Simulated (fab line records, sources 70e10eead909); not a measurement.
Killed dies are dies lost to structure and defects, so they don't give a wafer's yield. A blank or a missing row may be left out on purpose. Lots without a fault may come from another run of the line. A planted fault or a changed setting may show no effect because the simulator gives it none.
Chamber matching | flow nand_harc | NHARC_A_STAIRCASE_ETCH_271 on rie_diel-09: 4 sister chambers
The step etches the open film in CF4/CHF3. 4 wafers are shown with their chamber, then 10 later ones without.

WAFERS WITH THEIR CHAMBER
wafer  | chamber | drypump_motor_current_A (A)
L084.6 | 3       | 5.0
L088.2 | 0       | 6.3
L087.2 | 1       | 5.3
L087.5 | 2       | 6.0

WAFERS WITHOUT THEIR CHAMBER
wafer  | drypump_motor_current_A (A)
L087.6 | 5.3
L089.1 | 5.2
L089.3 | 5.0
L089.5 | 5.0
L094.1 | 6.3
L094.3 | 5.0
L094.4 | 6.3
L095.1 | 5.0
L095.2 | 5.3
L095.3 | 6.3

WHICH CHAMBER EACH WENT THROUGH
wafer  | from the rows above | in truth
L087.6 | 1                   | 1
L089.1 | 1                   | 1
L089.3 | 3                   | 3
L089.5 | 3                   | 3
L094.1 | 0                   | 0
L094.3 | 3                   | 3
L094.4 | 0                   | 0
L095.1 | 3                   | 3
L095.2 | 1                   | 1
L095.3 | 0                   | 0
Placed correctly: 10 of 10. Can't be placed from these rows: 0. Placed wrongly: 0.
How it was worked out, from the rows above alone: a wafer's distance from a chamber is the root of the sum, over the readings, of the square of ((its reading less the chamber's mean) divided by the reading's scatter). The wafer belongs to the nearest chamber; if the next one is less than 2 further off, it can't be placed. A chamber's mean is the mean of its shown wafers. The scatter: with one shown wafer a chamber, the root of the mean of the squares of how far each hidden wafer lies from its nearest shown one.
